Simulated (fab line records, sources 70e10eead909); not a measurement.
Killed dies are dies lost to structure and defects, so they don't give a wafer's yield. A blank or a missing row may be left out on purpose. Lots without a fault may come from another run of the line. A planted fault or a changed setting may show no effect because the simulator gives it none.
Chamber matching | flow nand_harc | NHARC_P_BONDPAD_CMP_32 on cmp-04: 4 sister chambers
The step polishes SiCN, target thk 200 nm. 30 wafers are shown with their chamber, then 12 later ones without.

WAFERS WITH THEIR CHAMBER
wafer  | chamber | motor_current_A (A) | slurry_flow_ml_min
L074.2 | 1       | 11.9                | 151.5
L074.4 | 0       | 10.5                | 149.6
L074.6 | 1       | 11.8                | 149.8
L075.4 | 3       | 9.8                 | 149.5
L075.5 | 1       | 12.4                | 150.3
L075.6 | 2       | 12.4                | 150.5
L076.1 | 2       | 11.9                | 150.6
L076.4 | 1       | 12.0                | 150.2
L076.6 | 1       | 11.8                | 150.4
L077.3 | 1       | 12.0                | 150.1
L077.5 | 1       | 11.3                | 149.9
L077.6 | 0       | 10.5                | 149.7
L078.3 | 0       | 10.2                | 149.8
L078.5 | 3       | 10.4                | 150.0
L078.6 | 0       | 11.0                | 150.1
L083.2 | 3       | 10.4                | 150.1
L083.3 | 1       | 12.0                | 150.1
L083.5 | 1       | 12.1                | 149.9
L084.1 | 2       | 12.4                | 149.9
L084.2 | 3       | 9.8                 | 150.7
L084.6 | 0       | 11.1                | 150.0
L087.1 | 0       | 10.8                | 149.7
L087.4 | 3       | 9.7                 | 150.3
L087.6 | 2       | 12.0                | 150.4
L086.1 | 3       | 10.2                | 150.0
L086.2 | 1       | 11.9                | 149.7
L086.6 | 3       | 9.4                 | 149.8
L089.1 | 2       | 11.3                | 150.6
L089.4 | 0       | 11.5                | 150.7
L089.5 | 2       | 12.3                | 150.7

SIGNATURES (means of the wafers above)
reading            | chamber 0 | chamber 1 | chamber 2 | chamber 3 | scatter within a chamber
motor_current_A    | 10.800    | 11.920    | 12.050    | 9.957     | 0.374
slurry_flow_ml_min | 149.943   | 150.190   | 150.450   | 150.057   | 0.415
Rule: a wafer's distance from a chamber is the root of the sum, over the readings, of the square of ((its reading less the chamber's mean) divided by the reading's scatter). The wafer belongs to the nearest chamber; if the next one is less than 2 further off, it can't be placed. The scatter: the root of (the sum of the squares of (reading less its chamber's mean) over the shown wafers, divided by (wafers less chambers)).

WAFERS WITHOUT THEIR CHAMBER
wafer  | motor_current_A (A) | slurry_flow_ml_min
L092.3 | 9.7                 | 149.2
L092.5 | 10.6                | 150.2
L092.6 | 11.4                | 149.5
L091.2 | 11.3                | 150.4
L091.3 | 10.2                | 150.8
L091.5 | 10.1                | 149.8
L093.2 | 10.1                | 150.3
L093.4 | 11.8                | 149.5
L093.5 | 11.5                | 150.4
L094.2 | 11.5                | 150.4
L094.3 | 10.8                | 149.7
L094.5 | 10.9                | 150.3

WHICH CHAMBER EACH WENT THROUGH
wafer  | from the rows above               | in truth
L092.3 | can't be placed: 3 or 0           | 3
L092.5 | can't be placed: 0 or 3           | 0
L092.6 | can't be placed: 0 or 1 or 2      | 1
L091.2 | can't be placed: 0 or 1 or 2 or 3 | 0
L091.3 | can't be placed: 3 or 0           | 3
L091.5 | can't be placed: 3 or 0           | 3
L093.2 | can't be placed: 3 or 0           | 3
L093.4 | can't be placed: 1 or 2 or 0      | 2
L093.5 | can't be placed: 1 or 2 or 0      | 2
L094.2 | can't be placed: 1 or 2 or 0      | 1
L094.3 | can't be placed: 0 or 3           | 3
L094.5 | can't be placed: 0 or 3 or 1      | 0
Placed correctly: 0 of 12. Can't be placed from these rows: 12 (the true chamber is among the candidates in 12). Placed wrongly: 0.
